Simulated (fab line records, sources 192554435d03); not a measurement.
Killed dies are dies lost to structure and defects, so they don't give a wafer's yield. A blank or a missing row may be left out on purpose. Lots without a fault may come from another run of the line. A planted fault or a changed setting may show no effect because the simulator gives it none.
Chamber matching | flow n5_finfet | N5_SPACER0_ALD_00 on ald_sin-01: 4 sister chambers
The step deposits SiOCN, target thk 3.5 nm, pulse time 3 s, purge time 2 s. 4 wafers are shown with their chamber, then 10 later ones without.

WAFERS WITH THEIR CHAMBER
wafer  | chamber | heater_power_w (W)
L084.2 | 1       | 808
L085.5 | 3       | 934
L085.6 | 0       | 855
L089.5 | 2       | 917

WAFERS WITHOUT THEIR CHAMBER
wafer  | heater_power_w (W)
L089.6 | 965
L093.1 | 863
L093.2 | 815
L093.3 | 945
L093.4 | 927
L093.5 | 939
L093.6 | 918
L095.1 | 844
L095.5 | 900
L095.6 | 911

WHICH CHAMBER EACH WENT THROUGH
wafer  | from the rows above     | in truth
L089.6 | can't be placed: 3 or 2 | 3
L093.1 | 0                       | 0
L093.2 | 1                       | 1
L093.3 | can't be placed: 3 or 2 | 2
L093.4 | can't be placed: 3 or 2 | 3
L093.5 | can't be placed: 3 or 2 | 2
L093.6 | can't be placed: 2 or 3 | 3
L095.1 | can't be placed: 0 or 1 | 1
L095.5 | can't be placed: 2 or 3 | 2
L095.6 | can't be placed: 2 or 3 | 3
Placed correctly: 2 of 10. Can't be placed from these rows: 8 (the true chamber is among the candidates in 8). Placed wrongly: 0.
How it was worked out, from the rows above alone: a wafer's distance from a chamber is the root of the sum, over the readings, of the square of ((its reading less the chamber's mean) divided by the reading's scatter). The wafer belongs to the nearest chamber; if the next one is less than 2 further off, it can't be placed. A chamber's mean is the mean of its shown wafers. The scatter: with one shown wafer a chamber, the root of the mean of the squares of how far each hidden wafer lies from its nearest shown one.
